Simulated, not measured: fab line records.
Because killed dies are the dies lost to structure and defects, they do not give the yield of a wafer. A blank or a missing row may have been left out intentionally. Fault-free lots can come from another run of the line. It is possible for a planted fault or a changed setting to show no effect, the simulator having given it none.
fab line records	flow nandHarc
record lots=15	wafers=43	lastDay=24
route steps=1159 shown A_ZERO_WELL@411 A_SOURCE_PLATE@416 A_ONON_D1@442 END@1159
lots untouched by any fault: they come from a run of this same line in which no faults occurred
startH: start of the lot's first displayed wafer, in hours after the record's first day	waitH: time in hours since the lot's previous step	" unchanged from the row above	L1.1+2: a single row standing in for several wafers	- no value, or no start given	* or withheld: withheld	< > ~ a bound
route shown NAME@n: NAME is a module with steps in the file, n the number in the route of the first one	usual: mean and standard deviation over wafers with no fault	same: alike in all rows	chamber/n: place in a boat	sites: each site's reading	_std_site: standard deviation across them	_edge_site: the outer-site mean with the inner-site mean subtracted	radiusMm: for every site, how far away it sits from the centre of the wafer	mask NAME#n: copy n	behind: tool/chamber where the wafer was last shaped	hold: reason for holding the lot/hours on hold/outcome of the hold	device: the n, p or np transistor that did not switch	end of line: tests of these same wafers at the route's end	a step given without rows: its recipe and nothing more	killed: dies lost to structure and defects at the first sort, not the wafer's yield	map: a wafer's dies, marking killed ones x, the rest . and places with no die _
set.NAME: the setting that was run; set.NAME@STEP: the one run at that earlier step	model.NAME: the simulator's own value behind a step, which no gauge read
one table for each step of the route and one row for each wafer, over a sample of lots
services: when a tool's chamber went out of use (startH, in hours from the record's first day, below 0 if earlier), for how many hours, and the reason
## steps
# step NHARC_A_ZERO_WELL_RTA_16
# recipe tempC=1000	timeS=10
# usual lampPowerPct=28.2/0.45	wafer_temp_C_max=1004.1/0.92
lot.wafer	tool	chamber	startH	waitH	lampPowerPct	wafer_temp_C_max
L220.1	rtpAnneal-02	0	133.82	-	27.9	1003.8
L220.4	"	0	"	"	27.9	1003.8
L220.5	"	0	"	"	27.8	1005.0
L221.2	rtpAnneal-01	0	142.12	-	28.7	1002.9
L221.3	"	0	"	"	28.7	1003.6
L221.4	"	0	"	"	28.8	1003.7
L222.1	rtpAnneal-02	0	146.21	-	27.8	1002.8
L222.2	"	0	"	"	27.9	1005.3
L222.6	"	0	"	"	27.8	1003.7
L224.5	rtpAnneal-01	0	160.56	-	28.7	1002.8
L224.6	"	0	"	"	28.7	1003.6
L226.2	rtpAnneal-02	0	171.46	-	27.9	1003.6
L226.3	"	0	"	"	27.8	1005.3
L226.4	"	0	"	"	27.8	1003.6
L227.2	rtpAnneal-02	0	181.42	-	27.8	1004.5
L227.5	"	0	"	"	27.8	1005.1
L233.1	rtpAnneal-01	0	207.68	-	28.8	1003.5
L233.4	"	0	"	"	28.7	1002.9
L233.6	"	0	"	"	28.7	1005.0
L232.1	rtpAnneal-02	0	209.04	-	27.8	1005.8
L232.3	"	0	"	"	27.8	1004.9
L232.6	"	0	"	"	27.8	1006.1
L234.1	rtpAnneal-02	0	217.22	-	27.8	1005.6
L234.2	"	0	"	"	27.8	1003.4
L234.4	"	0	"	"	27.8	1005.2
L235.2	rtpAnneal-01	0	231.42	-	28.7	1004.3
L235.3	"	0	"	"	28.8	1004.0
L235.5	"	0	"	"	28.7	1002.9
L237.2	rtpAnneal-01	0	234.30	-	28.6	1004.4
L237.4	"	0	"	"	28.7	1003.4
L237.5	"	0	"	"	28.7	1003.6
L239.2	rtpAnneal-02	0	253.33	-	27.8	1004.2
L239.3	"	0	"	"	27.8	1005.2
L239.4	"	0	"	"	27.8	1006.2
L242.3	rtpAnneal-02	0	261.85	-	27.8	1003.7
L242.4	"	0	"	"	27.8	1004.6
L242.6	"	0	"	"	27.8	1004.1
L241.2	rtpAnneal-01	0	262.17	-	28.8	1003.8
L241.3	"	0	"	"	28.6	1003.2
L241.5	"	0	"	"	28.7	1003.6
L243.2	rtpAnneal-02	0	265.46	-	27.8	1004.1
L243.4	"	0	"	"	27.8	1004.4
L243.5	"	0	"	"	27.8	1004.4
# step NHARC_A_SOURCE_PLATE_THK_MEAS_09
# recipe thkMeasGauge=ellipsometry
# usual thkNm=9.7/0.95
lot.wafer	tool	chamber	startH	waitH	thkNm
L220.1	filmMetro-01	-	141.95	0.4	8.0
L220.4	"	-	"	"	10.7
L220.5	"	-	"	"	8.8
L221.2	filmMetro-01	-	149.44	0.4	10.4
L221.3	"	-	"	"	10.2
L221.4	"	-	"	"	9.8
L222.1	filmMetro-02	-	153.84	0.4	8.5
L222.2	"	-	"	"	8.3
L222.6	"	-	"	"	10.4
L224.5	filmMetro-02	-	168.67	0.4	8.6
L224.6	"	-	"	"	9.7
L226.2	filmMetro-02	-	179.75	0.4	9.4
L226.3	"	-	"	"	10.0
L226.4	"	-	"	"	9.4
L227.2	filmMetro-02	-	188.89	0.4	8.8
L227.5	"	-	"	"	11.1
L233.1	filmMetro-01	-	216.97	0.4	9.2
L233.4	"	-	"	"	10.5
L233.6	"	-	"	"	8.8
L232.1	filmMetro-01	-	216.97	0.4	9.3
L232.3	"	-	"	"	8.6
L232.6	"	-	"	"	10.0
L234.1	filmMetro-01	-	225.88	0.4	9.4
L234.2	"	-	"	"	10.1
L234.4	"	-	"	"	7.4
L235.2	filmMetro-01	-	238.96	0.4	10.0
L235.3	"	-	"	"	8.6
L235.5	"	-	"	"	10.4
L237.2	filmMetro-01	-	238.96	0.4	11.5
L237.4	"	-	"	"	9.8
L237.5	"	-	"	"	11.0
L239.2	filmMetro-02	-	260.88	0.4	9.5
L239.3	"	-	"	"	8.7
L239.4	"	-	"	"	9.3
L242.3	filmMetro-02	-	269.06	0.4	11.3
L242.4	"	-	"	"	9.3
L242.6	"	-	"	"	9.3
L241.2	filmMetro-01	-	269.07	0.4	8.4
L241.3	"	-	"	"	11.3
L241.5	"	-	"	"	9.5
L243.2	filmMetro-02	-	273.01	0.4	9.8
L243.4	"	-	"	"	8.2
L243.5	"	-	"	"	8.0
# step NHARC_A_ONON_D1_DEP_25
# recipe targetThkA=10000	n2FlowSccm=2750	n2oFlowSccm=2000	nh3FlowSccm=500	sih4FlowSccm=210	tempC=400
# usual susceptorTempC=400.02/0.25
lot.wafer	tool	chamber	startH	waitH	susceptorTempC
L220.1	pecvdOnon-04	0	169.28	0.1	399.90
L220.4	"	0	"	"	399.60
L220.5	"	0	"	"	400.00
L221.2	pecvdOnon-01	0	174.42	0.1	400.06
L221.3	"	0	"	"	400.06
L221.4	"	0	"	"	399.68
L222.1	pecvdOnon-04	0	178.33	0.1	399.86
L222.2	"	0	"	"	399.30
L222.6	"	0	"	"	399.93
L224.5	pecvdOnon-04	0	193.17	0.3	400.10
L224.6	"	0	"	"	400.08
L226.2	pecvdOnon-04	0	205.10	0.3	400.19
L226.3	"	0	"	"	399.85
L226.4	"	0	"	"	400.29
L227.2	pecvdOnon-04	0	213.81	0.3	399.89
L227.5	"	0	"	"	399.99
L233.1	pecvdOnon-02	0	243.38	0.2	400.21
L233.4	"	0	"	"	400.23
L233.6	"	0	"	"	399.83
L232.1	pecvdOnon-02	0	243.73	0.2	400.29
L232.3	"	0	"	"	399.95
L232.6	"	0	"	"	400.04
L234.1	pecvdOnon-02	0	254.25	0.1	399.78
L234.2	"	0	"	"	400.37
L234.4	"	0	"	"	400.35
L235.2	pecvdOnon-02	0	263.43	0.1	399.85
L235.3	"	0	"	"	399.58
L235.5	"	0	"	"	399.83
L237.2	pecvdOnon-01	0	263.43	0.1	399.78
L237.4	"	0	"	"	400.05
L237.5	"	0	"	"	399.56
L239.2	pecvdOnon-04	0	285.90	0.1	399.76
L239.3	"	0	"	"	399.81
L239.4	"	0	"	"	399.95
L242.3	pecvdOnon-01	0	296.32	0.2	399.91
L242.4	"	0	"	"	400.15
L242.6	"	0	"	"	400.44
L243.2	pecvdOnon-04	0	296.40	0.1	400.27
L243.4	"	0	"	"	400.18
L243.5	"	0	"	"	400.27
L241.2	pecvdOnon-01	0	296.62	0.1	399.92
L241.3	"	0	"	"	400.31
L241.5	"	0	"	"	400.13
# step NHARC_A_ONON_D1_THK_MEAS_27
# recipe thkMeasGauge=ellipsometry
# usual thkNm=1000/10
lot.wafer	tool	chamber	startH	waitH	thkNm
L220.1	filmMetro-02	-	169.78	-	1002
L220.4	"	-	"	"	1001
L220.5	"	-	"	"	1002
L221.2	filmMetro-01	-	174.87	-	1008
L221.3	"	-	"	"	1008
L221.4	"	-	"	"	1009
L222.1	filmMetro-02	-	178.85	-	991
L222.2	"	-	"	"	989
L222.6	"	-	"	"	990
L224.5	filmMetro-01	-	193.45	-	989
L224.6	"	-	"	"	1833
L226.2	filmMetro-01	-	205.55	-	1829
L226.3	"	-	"	"	986
L226.4	"	-	"	"	985
L227.2	filmMetro-02	-	214.26	-	1845
L227.5	"	-	"	"	999
L233.1	filmMetro-01	-	243.89	-	1015
L233.4	"	-	"	"	1013
L233.6	"	-	"	"	1013
L232.1	filmMetro-02	-	244.24	-	1007
L232.3	"	-	"	"	1007
L232.6	"	-	"	"	1007
L234.1	filmMetro-01	-	254.76	-	991
L234.2	"	-	"	"	988
L234.4	"	-	"	"	988
L235.2	filmMetro-02	-	263.88	-	997
L235.3	"	-	"	"	998
L235.5	"	-	"	"	1000
L237.2	filmMetro-01	-	263.89	-	1004
L237.4	"	-	"	"	1003
L237.5	"	-	"	"	1004
L239.2	filmMetro-01	-	286.36	-	1023
L239.3	"	-	"	"	1022
L239.4	"	-	"	"	1022
L242.3	filmMetro-02	-	296.72	-	996
L242.4	"	-	"	"	996
L242.6	"	-	"	"	996
L243.2	filmMetro-02	-	296.86	-	999
L243.4	"	-	"	"	999
L243.5	"	-	"	"	997
L241.2	filmMetro-02	-	297.07	-	995
L241.3	"	-	"	"	992
L241.5	"	-	"	"	994
# step NHARC_END_SORT_01
# recipe tempC=25
# usual killedAtArray=27/9.9	killedAtOther=0.5/0.76	killedAtPeriphery=3.4/2.2	killedDies=31/10	killedOpen=3.3/2	killedShort=2.0/1.5
# same grossDies=677
lot.wafer	tool	chamber	startH	waitH	killedAtArray	killedAtOther	killedAtPeriphery	killedDies	killedOpen	killedShort
L222.1	prober-02	0	446.12	2.6	27	0	4	31	4	5
L222.2	prober-02	0	446.92	2.8	18	1	8	27	3	4
L222.6	prober-02	0	450.11	4.0	16	1	6	23	5	1
L221.2	prober-02	0	454.67	2.8	28	0	1	29	1	1
L221.3	prober-02	0	455.47	3.1	39	0	4	43	4	4
L221.4	prober-02	0	456.27	3.4	35	0	0	35	2	0
L220.1	prober-01	0	459.39	2.5	21	0	2	23	3	1
L220.4	prober-01	0	461.80	3.4	19	0	3	22	4	1
L220.5	prober-01	0	462.60	3.7	19	2	2	23	2	2
L224.5	prober-01	0	470.41	3.7	20	0	2	22	4	2
L224.6	prober-01	0	471.21	4.0	677	0	0	677	4	2
L226.2	prober-02	0	476.18	2.8	673	0	4	677	1	0
L226.3	prober-02	0	476.98	3.1	22	0	4	26	3	0
L226.4	prober-02	0	477.78	3.4	25	0	5	30	1	1
L227.2	prober-02	0	484.72	2.8	673	2	2	677	6	2
L227.5	prober-02	0	487.13	3.7	42	1	8	51	7	1
L233.1	prober-01	0	509.72	2.5	28	0	4	32	6	1
L233.4	prober-01	0	512.11	3.4	26	0	2	28	4	2
L233.6	prober-01	0	513.70	4.0	27	0	2	29	4	3
L232.1	prober-01	0	517.51	2.5	24	0	3	27	8	7
L232.3	prober-01	0	519.11	3.1	12	0	3	15	3	0
L232.6	prober-01	0	521.52	4.0	13	0	2	15	3	3
L234.1	prober-02	0	517.54	2.5	30	0	1	31	1	1
L234.2	prober-02	0	518.34	2.8	36	1	1	38	2	3
L234.4	prober-02	0	519.94	3.4	32	0	2	34	2	3
L235.2	prober-02	0	532.09	2.8	43	3	3	49	4	3
L235.3	prober-02	0	532.88	3.1	40	1	3	44	5	6
L235.5	prober-02	0	534.48	3.7	44	1	2	47	9	3
L237.2	prober-01	0	542.27	2.8	33	0	2	35	3	2
L237.4	prober-01	0	543.87	3.4	25	0	0	25	1	1
L237.5	prober-01	0	544.67	3.7	35	0	1	36	3	0
L239.2	prober-02	0	551.04	2.8	41	0	1	42	1	3
L239.3	prober-02	0	551.84	3.1	32	0	1	33	1	1
L239.4	prober-02	0	552.64	3.4	37	0	0	37	3	0
L243.2	prober-01	0	558.84	2.8	32	0	8	40	2	5
L243.4	prober-01	0	560.41	3.3	42	0	3	45	5	1
L243.5	prober-01	0	561.19	3.6	46	1	3	50	7	2
L242.3	prober-02	0	559.67	3.1	30	0	3	33	3	2
L242.4	prober-02	0	560.48	3.4	41	0	3	44	6	3
L242.6	prober-02	0	562.10	4.1	37	0	2	39	1	0
L241.2	prober-01	0	566.52	2.8	16	0	11	27	5	1
L241.3	prober-01	0	567.31	3.1	17	0	5	22	3	2
L241.5	prober-01	0	568.90	3.7	29	0	9	38	2	3
# killed by level:class
L222.1 A_CHANNEL_HOLE_D1:chamberFilmFlake=8 A_STAIRCASE:chamberFilmFlake=3 A_CONTACT:chamberFilmFlake=3 A_CONTACT:geometricParticle:short=2 P_M2:chamberFilmFlake=2 A_SLIT:chamberFilmFlake=2 A_WL_FILL:chamberFilmFlake=2 P_GATE:geometricParticle:short=1
L222.2 A_CHANNEL_HOLE_D1:chamberFilmFlake=8 P_GATE:chamberFilmFlake=3 P_M2:chamberFilmFlake=3 A_CHANNEL_FILL_D1:geometricParticle:open=2 A_WL_FILL:geometricParticle:short=2 A_CONTACT:chamberFilmFlake=2 A_CONTACT:geometricParticle:open=1 A_M0:geometricParticle:short=1
L222.6 A_WL_FILL:chamberFilmFlake=6 A_CHANNEL_HOLE_D1:chamberFilmFlake=4 A_STAIRCASE:chamberFilmFlake=2 P_GATE:geometricParticle:open=1 P_M0:geometricParticle:short=1 P_M1:geometricParticle:open=1 A_SGD_CUT:geometricParticle:open=1 A_M0:geometricParticle:open=1
L221.2 A_CHANNEL_HOLE_D1:chamberFilmFlake=12 A_SLIT:chamberFilmFlake=8 A_STAIRCASE:chamberFilmFlake=5 A_CHANNEL_FILL_D1:geometricParticle:short=1 A_M0:geometricParticle:open=1 P_M0:chamberFilmFlake=1 A_CONTACT:chamberFilmFlake=1
L221.3 A_CHANNEL_HOLE_D1:chamberFilmFlake=17 A_SLIT:chamberFilmFlake=9 A_ZERO_WELL:chamberFilmFlake=3 A_CONTACT:chamberFilmFlake=3 A_STAIRCASE:chamberFilmFlake=2 P_GATE:geometricParticle:short=1 P_CONTACT:geometricParticle:open=1 P_M1:geometricParticle:open=1
L221.4 A_CHANNEL_HOLE_D1:chamberFilmFlake=13 A_SLIT:chamberFilmFlake=11 A_CONTACT:chamberFilmFlake=4 A_STAIRCASE:chamberFilmFlake=2 A_CHANNEL_HOLE_D1:geometricParticle:open=1 A_BLC:geometricParticle:open=1 A_ZERO_WELL:chamberFilmFlake=1 A_SGD_CUT:chamberFilmFlake=1
L220.1 A_CHANNEL_HOLE_D1:chamberFilmFlake=16 P_M0:geometricParticle:open=2 A_STAIRCASE:chamberFilmFlake=2 A_CHANNEL_FILL_D1:geometricParticle:short=1 A_SLIT:geometricParticle:open=1 A_SGD_CUT:chamberFilmFlake=1
L220.4 A_CHANNEL_HOLE_D1:chamberFilmFlake=11 A_STAIRCASE:chamberFilmFlake=3 P_GATE:geometricParticle:open=1 P_M0:geometricParticle:open=1 A_CHANNEL_HOLE_D1:geometricParticle:short=1 A_SGD_CUT:geometricParticle:open=1 A_M0:geometricParticle:open=1 P_ZERO_WELL:chamberFilmFlake=1
L220.5 A_CHANNEL_HOLE_D1:chamberFilmFlake=13 A_ONON_D1:geometricParticle:short=2 THIN_TSV:chamberFilmFlake=2 P_CONTACT:geometricParticle:open=1 A_CONTACT:geometricParticle:open=1 P_ZERO_WELL:chamberFilmFlake=1 A_SLIT:chamberFilmFlake=1 A_CHANNEL_FILL_D1:chamberFilmFlake=1
L224.5 A_SLIT:chamberFilmFlake=8 A_STAIRCASE:chamberFilmFlake=3 A_WL_FILL:geometricParticle:open=2 P_M0:geometricParticle:open=1 A_ONON_D1:geometricParticle:short=1 A_CHANNEL_FILL_D1:geometricParticle:open=1 A_WL_FILL:geometricParticle:short=1 P_STI:chamberFilmFlake=1
L224.6 A_ONON_D1:areaDep=658 A_CHANNEL_HOLE_D1:chamberFilmFlake=5 A_SLIT:chamberFilmFlake=4 A_WL_FILL:geometricParticle:short=2 A_CONTACT:geometricParticle:open=2 A_WL_FILL:chamberFilmFlake=2 A_ONON_D1:geometricParticle:open=1 A_SGD_CUT:geometricParticle:open=1
L226.2 A_ONON_D1:areaDep=649 A_CHANNEL_HOLE_D1:chamberFilmFlake=17 A_STAIRCASE:chamberFilmFlake=3 P_STI:chamberFilmFlake=2 P_GATE:chamberFilmFlake=2 A_CONTACT:chamberFilmFlake=2 A_M0:geometricParticle:open=1 A_SLIT:chamberFilmFlake=1
L226.3 A_CHANNEL_HOLE_D1:chamberFilmFlake=10 A_STAIRCASE:chamberFilmFlake=7 A_SLIT:chamberFilmFlake=2 P_CONTACT:geometricParticle:open=1 A_CHANNEL_HOLE_D1:geometricParticle:open=1 A_CONTACT:geometricParticle:open=1 P_ZERO_WELL:chamberFilmFlake=1 P_STI:chamberFilmFlake=1
L226.4 A_CHANNEL_HOLE_D1:chamberFilmFlake=12 A_STAIRCASE:chamberFilmFlake=3 A_SLIT:chamberFilmFlake=3 A_CONTACT:chamberFilmFlake=3 P_ZERO_WELL:chamberFilmFlake=2 P_STI:chamberFilmFlake=2 A_WL_FILL:chamberFilmFlake=2 A_CHANNEL_FILL_D1:geometricParticle:open=1
L227.2 A_ONON_D1:areaDep=629 A_CHANNEL_HOLE_D1:chamberFilmFlake=17 A_SLIT:chamberFilmFlake=12 A_STAIRCASE:chamberFilmFlake=6 A_CHANNEL_FILL_D1:geometricParticle:open=2 A_M0:geometricParticle:open=2 THIN_TSV:chamberFilmFlake=2 P_M0:geometricParticle:open=1
L227.5 A_CHANNEL_HOLE_D1:chamberFilmFlake=11 A_STAIRCASE:chamberFilmFlake=11 A_SLIT:chamberFilmFlake=8 P_GATE:chamberFilmFlake=4 A_CONTACT:chamberFilmFlake=4 A_WL_FILL:geometricParticle:open=2 A_CONTACT:geometricParticle:open=2 P_STI:chamberFilmFlake=2
L233.1 A_SLIT:chamberFilmFlake=13 A_CHANNEL_HOLE_D1:chamberFilmFlake=4 A_WL_FILL:chamberFilmFlake=4 A_CONTACT:chamberFilmFlake=2 P_GATE:geometricParticle:open=1 P_CONTACT:geometricParticle:open=1 P_M2:geometricParticle:open=1 A_SOURCE_PLATE:geometricParticle:open=1
L233.4 A_SLIT:chamberFilmFlake=13 A_CONTACT:chamberFilmFlake=5 A_CHANNEL_HOLE_D1:chamberFilmFlake=3 A_CONTACT:geometricParticle:open=2 P_M0:geometricParticle:open=1 P_M2:geometricParticle:short=1 A_ONON_D1:geometricParticle:open=1 A_CHANNEL_HOLE_D1:geometricParticle:short=1
L233.6 A_SLIT:chamberFilmFlake=16 A_CHANNEL_HOLE_D1:chamberFilmFlake=3 A_CHANNEL_FILL_D1:geometricParticle:short=2 A_CONTACT:chamberFilmFlake=2 P_M1:geometricParticle:open=1 A_CHANNEL_FILL_D1:geometricParticle:open=1 A_WL_FILL:geometricParticle:short=1 A_CONTACT:geometricParticle:open=1
L232.1 A_CHANNEL_HOLE_D1:chamberFilmFlake=6 A_CONTACT:geometricParticle:open=2 A_BLC:geometricParticle:open=2 A_M0:geometricParticle:open=2 A_ZERO_WELL:chamberFilmFlake=2 A_CHANNEL_FILL_D1:chamberFilmFlake=2 P_CONTACT:geometricParticle:short=1 P_M1:geometricParticle:open=1
L234.1 A_CHANNEL_HOLE_D1:chamberFilmFlake=21 A_STAIRCASE:chamberFilmFlake=3 A_CONTACT:chamberFilmFlake=3 A_SGD_CUT:geometricParticle:short=1 A_SGD_CUT:geometricParticle:open=1 P_GATE:chamberFilmFlake=1 A_WL_FILL:chamberFilmFlake=1
L234.2 A_CHANNEL_HOLE_D1:chamberFilmFlake=24 A_CONTACT:chamberFilmFlake=5 A_CONTACT:geometricParticle:open=2 A_SGD_CUT:geometricParticle:short=1 A_CONTACT:geometricParticle:short=1 P_BONDPAD:chamberFilmFlake=1 STARTING-WAFER:geometricParticle:short=1 A_CHANNEL_FILL_D1:chamberFilmFlake=1
L232.3 A_CHANNEL_HOLE_D1:chamberFilmFlake=4 A_CONTACT:chamberFilmFlake=3 P_M0:chamberFilmFlake=2 P_M2:geometricParticle:open=1 A_SOURCE_PLATE:geometricParticle:open=1 A_CONTACT:geometricParticle:open=1 A_CHANNEL_FILL_D1:chamberFilmFlake=1 A_STAIRCASE:chamberFilmFlake=1
L234.4 A_CHANNEL_HOLE_D1:chamberFilmFlake=22 A_WL_FILL:geometricParticle:short=2 A_CONTACT:chamberFilmFlake=2 A_SOURCE_PLATE:geometricParticle:open=1 A_CONTACT:geometricParticle:short=1 A_M1:geometricParticle:open=1 P_ZERO_WELL:chamberFilmFlake=1 P_GATE:chamberFilmFlake=1
L232.6 P_M0:chamberFilmFlake=2 A_ZERO_WELL:chamberFilmFlake=2 A_STAIRCASE:chamberFilmFlake=2 A_SLIT:chamberFilmFlake=2 A_ONON_D1:geometricParticle:short=1 A_CHANNEL_FILL_D1:geometricParticle:short=1 A_SGD_CUT:geometricParticle:open=1 A_WL_FILL:geometricParticle:open=1
L235.2 A_SLIT:chamberFilmFlake=21 A_CHANNEL_HOLE_D1:chamberFilmFlake=7 A_CONTACT:chamberFilmFlake=4 A_SGD_CUT:chamberFilmFlake=3 THIN_TSV:chamberFilmFlake=3 A_ONON_D1:geometricParticle:open=2 A_STAIRCASE:chamberFilmFlake=2 P_M0:geometricParticle:open=1
L235.3 A_SLIT:chamberFilmFlake=19 A_STAIRCASE:chamberFilmFlake=4 A_CONTACT:chamberFilmFlake=4 A_CHANNEL_HOLE_D1:chamberFilmFlake=3 A_CHANNEL_FILL_D1:geometricParticle:open=2 A_CONTACT:geometricParticle:open=2 A_SGD_CUT:chamberFilmFlake=2 P_CONTACT:geometricParticle:short=1
L235.5 A_SLIT:chamberFilmFlake=16 A_CHANNEL_HOLE_D1:chamberFilmFlake=8 A_STAIRCASE:chamberFilmFlake=5 A_CONTACT:geometricParticle:open=3 A_CONTACT:chamberFilmFlake=3 A_CHANNEL_HOLE_D1:geometricParticle:open=2 P_CONTACT:geometricParticle:open=1 A_CHANNEL_HOLE_D1:geometricParticle:short=1
L237.2 A_CHANNEL_HOLE_D1:chamberFilmFlake=24 A_STAIRCASE:chamberFilmFlake=3 P_GATE:geometricParticle:open=1 A_CHANNEL_FILL_D1:geometricParticle:short=1 A_WL_FILL:geometricParticle:short=1 A_WL_FILL:geometricParticle:open=1 A_CONTACT:geometricParticle:open=1 P_GATE:chamberFilmFlake=1
L237.4 A_CHANNEL_HOLE_D1:chamberFilmFlake=19 A_STAIRCASE:chamberFilmFlake=2 A_CHANNEL_FILL_D1:geometricParticle:open=1 A_WL_FILL:geometricParticle:short=1 A_SGD_CUT:chamberFilmFlake=1 A_SLIT:chamberFilmFlake=1
L237.5 A_CHANNEL_HOLE_D1:chamberFilmFlake=23 A_CONTACT:chamberFilmFlake=4 A_STAIRCASE:chamberFilmFlake=3 A_CHANNEL_HOLE_D1:geometricParticle:open=1 A_SGD_CUT:geometricParticle:open=1 A_CONTACT:geometricParticle:open=1 P_ZERO_WELL:chamberFilmFlake=1 A_ZERO_WELL:chamberFilmFlake=1
L239.2 A_CHANNEL_HOLE_D1:chamberFilmFlake=24 A_CONTACT:chamberFilmFlake=6 A_CHANNEL_FILL_D1:geometricParticle:short=3 A_CHANNEL_FILL_D1:chamberFilmFlake=3 A_WL_FILL:chamberFilmFlake=2 A_BLC:geometricParticle:open=1 P_STI:chamberFilmFlake=1 A_ZERO_WELL:chamberFilmFlake=1
L239.3 A_CHANNEL_HOLE_D1:chamberFilmFlake=20 A_CONTACT:chamberFilmFlake=5 A_STAIRCASE:chamberFilmFlake=3 A_ONON_D1:geometricParticle:short=1 A_WL_FILL:geometricParticle:open=1 P_STI:chamberFilmFlake=1 A_ZERO_WELL:chamberFilmFlake=1 A_CHANNEL_FILL_D1:chamberFilmFlake=1
L239.4 A_CHANNEL_HOLE_D1:chamberFilmFlake=16 A_CONTACT:chamberFilmFlake=9 A_STAIRCASE:chamberFilmFlake=4 A_CHANNEL_FILL_D1:chamberFilmFlake=3 A_ONON_D1:geometricParticle:open=1 A_SGD_CUT:geometricParticle:open=1 A_M1:geometricParticle:open=1 A_ZERO_WELL:chamberFilmFlake=1
L243.2 A_SLIT:chamberFilmFlake=15 A_CHANNEL_HOLE_D1:chamberFilmFlake=8 P_GATE:chamberFilmFlake=5 A_CONTACT:chamberFilmFlake=3 A_WL_FILL:geometricParticle:short=2 P_M0:geometricParticle:short=1 P_M1:geometricParticle:open=1 A_ONON_D1:geometricParticle:short=1
L242.3 A_SLIT:chamberFilmFlake=22 A_CHANNEL_HOLE_D1:chamberFilmFlake=2 A_M1:chamberFilmFlake=2 P_STI:geometricParticle:open=1 P_CONTACT:geometricParticle:open=1 A_ONON_D1:geometricParticle:open=1 A_CHANNEL_FILL_D1:geometricParticle:short=1 A_M0:geometricParticle:short=1
L243.4 A_SLIT:chamberFilmFlake=17 A_CHANNEL_HOLE_D1:chamberFilmFlake=9 A_STAIRCASE:chamberFilmFlake=5 A_CONTACT:chamberFilmFlake=4 A_ZERO_WELL:chamberFilmFlake=2 P_GATE:geometricParticle:open=1 A_ONON_D1:geometricParticle:open=1 A_CHANNEL_FILL_D1:geometricParticle:short=1
L242.4 A_SLIT:chamberFilmFlake=16 A_CHANNEL_HOLE_D1:chamberFilmFlake=8 A_CONTACT:chamberFilmFlake=7 A_CHANNEL_FILL_D1:geometricParticle:open=3 A_M0:geometricParticle:short=2 P_M2:chamberFilmFlake=2 P_CONTACT:geometricParticle:open=1 A_ONON_D1:geometricParticle:open=1
L243.5 A_SLIT:chamberFilmFlake=19 A_CHANNEL_HOLE_D1:chamberFilmFlake=7 A_STAIRCASE:chamberFilmFlake=6 A_CONTACT:chamberFilmFlake=5 A_CONTACT:geometricParticle:open=2 P_CONTACT:geometricParticle:open=1 A_ONON_D1:geometricParticle:short=1 A_SGD_CUT:geometricParticle:open=1
L242.6 A_SLIT:chamberFilmFlake=18 A_CHANNEL_HOLE_D1:chamberFilmFlake=8 A_CONTACT:chamberFilmFlake=7 P_M2:chamberFilmFlake=2 A_WL_FILL:geometricParticle:open=1 A_ZERO_WELL:chamberFilmFlake=1 A_STAIRCASE:chamberFilmFlake=1 A_WL_FILL:chamberFilmFlake=1
L241.2 A_CHANNEL_HOLE_D1:chamberFilmFlake=7 P_CONTACT:chamberFilmFlake=6 A_STAIRCASE:chamberFilmFlake=3 P_M2:chamberFilmFlake=2 A_CONTACT:chamberFilmFlake=2 P_M0:geometricParticle:open=1 P_M1:geometricParticle:open=1 P_M1:geometricParticle:short=1
L241.3 A_CONTACT:chamberFilmFlake=5 P_CONTACT:chamberFilmFlake=4 A_CHANNEL_HOLE_D1:chamberFilmFlake=4 A_SOURCE_PLATE:geometricParticle:open=1 A_ONON_D1:geometricParticle:open=1 A_SGD_CUT:geometricParticle:open=1 A_CONTACT:geometricParticle:short=1 A_BLC:geometricParticle:short=1
L241.5 A_CHANNEL_HOLE_D1:chamberFilmFlake=11 A_CONTACT:chamberFilmFlake=9 P_CONTACT:chamberFilmFlake=6 A_STAIRCASE:chamberFilmFlake=4 A_WL_FILL:geometricParticle:short=2 P_CONTACT:geometricParticle:open=1 P_CONTACT:geometricParticle:short=1 A_CHANNEL_FILL_D1:geometricParticle:open=1
## services
tool	chamber	startH	hours	kind
pecvdOnon-02	-	111.49	13.0	pm
pecvdOnon-01	-	195.03	13.0	pm
pecvdOnon-02	-	208.27	11.4	repair
pecvdOnon-04	-	237.09	13.0	pm
pecvdOnon-02	-	292.49	13.0	pm
## key
firstSign step=NHARC_A_ONON_D1_THK_MEAS_27	reading=thkNm	direction=up	sigmas=81	usual=1000	struck=1836
effect step=NHARC_END_SORT_01	reading=killedAtArray	direction=up	sigmas=65	usual=27	struck=674
moreKillsBornAt NHARC_A_ONON_D1_DEP_25@pecvdOnon-04=1936
metAt NHARC_A_ONON_D1_DEP_25
struckLots L224,L226,L227
struckWafers L224.6,L226.2,L227.2
laterRowsLeftOut L224.6,L226.2,L227.2
testerLeftOut L224,L226,L227
notActingAt NHARC_A_ZERO_WELL_RTA_16,NHARC_A_SOURCE_PLATE_THK_MEAS_09
onsetBetween 178.33 193.17
fault kind=processParameterDrift	tool=pecvdOnon-04	chamber=-	onsetH=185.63	steps=NHARC_A_ONON_D1_DEP_25	channel=targetThkA	offset=*	shape=step	endH=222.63	scope=struckWafersOnly	actsIn=*	stated=*
# testerLeftOut: of these lots the tester's yield and bins aren't shown, on N5 and GAA mostly nor the transistor test; their killed dies are dies lost to structure and defects alone, not to doping, threshold or leakage, so they don't give the yield
# laterRowsLeftOut: the simulator's readings of these wafers behind a module that went badly wrong aren't trusted and aren't shown, but for the sort
